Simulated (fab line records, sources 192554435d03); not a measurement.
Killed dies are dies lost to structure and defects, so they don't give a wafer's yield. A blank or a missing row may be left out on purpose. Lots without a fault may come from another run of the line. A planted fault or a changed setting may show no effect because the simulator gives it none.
Problem report in the 8D (eight disciplines) form, filled by code | flow n5_finfet | the parts of the form that need people (team, actions taken, sign-off) are left out

1. THE PROBLEM
wafer_temp_C_max at N5_BEOL_M15_ANNEAL_48 reads a mean of 208.99 on 6 wafers of 2 lots; wafers without a fault read 225.70 with a standard deviation of 0.21. That is -80 standard deviations from the usual mean.
The step: time 90 s.
First seen on wafer L706.3, day 16 01:32, on rtp_anneal-02. The record holds 33 wafers of 11 lots with a number at this step. Rule for "out", or "out of limits": more than 4 standard deviations from the usual mean. The other wafers with a number count as sound.

2. WHAT IT IS AND WHAT IT IS NOT
question                    | is                     | is not
which readings at this step | wafer_temp_C_max       | -
which lots                  | L706, L711             | L696, L699, L700, L701, L702, L714, L716, L717, L718
which wafers of those lots  | all that have a number | -
read on which tools         | rtp_anneal-02          | rtp_anneal-01
when                        | from day 16 01:32      | up to then (15 sound wafers); but 12 sound wafers of L714, L716, L717, L718 came after

3. SUSPECTS, AND WHAT RULES EACH OUT
Counting: a tool at a process step up to the reading stays a suspect if it ran every lot that is out and no sound lot after the first of them.
- rtp_anneal-02 at N5_BEOL_M15_ANNEAL_48 (time 90 s): ruled out as a lasting fault. Sound lots L718 ran on it after its first lot that is out, L706 (day 16 01:32).
Left after counting: nothing in the record.

4. THE CAUSE (what the simulator had put in)
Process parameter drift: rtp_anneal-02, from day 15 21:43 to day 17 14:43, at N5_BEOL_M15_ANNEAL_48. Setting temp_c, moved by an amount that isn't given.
Counting ruled it out, wrongly.

5. THE CHAIN OF EFFECTS, in route order
Each row: a reading whose mean over the struck wafers that have a number lies more than 3 standard deviations from the usual. Only readings for which the record gives a usual standard deviation are gone through. hours: the time from each lot's start at the first step in this table that gives one to its start at this step, as a median over the lots. sigmas: the change in usual standard deviations.
hours | step                  | reading          | usual  | on struck wafers | change | sigmas
0     | N5_BEOL_M15_ANNEAL_48 | wafer_temp_C_max | 225.70 | 208.99           | -16.71 | -80
The process steps in it:
- N5_BEOL_M15_ANNEAL_48: time 90 s.

6. WHAT WOULD HAVE CAUGHT IT SOONER
In this record the first reading out of limits was taken at day 16 01:32, 4 hours after the fault began at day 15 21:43.
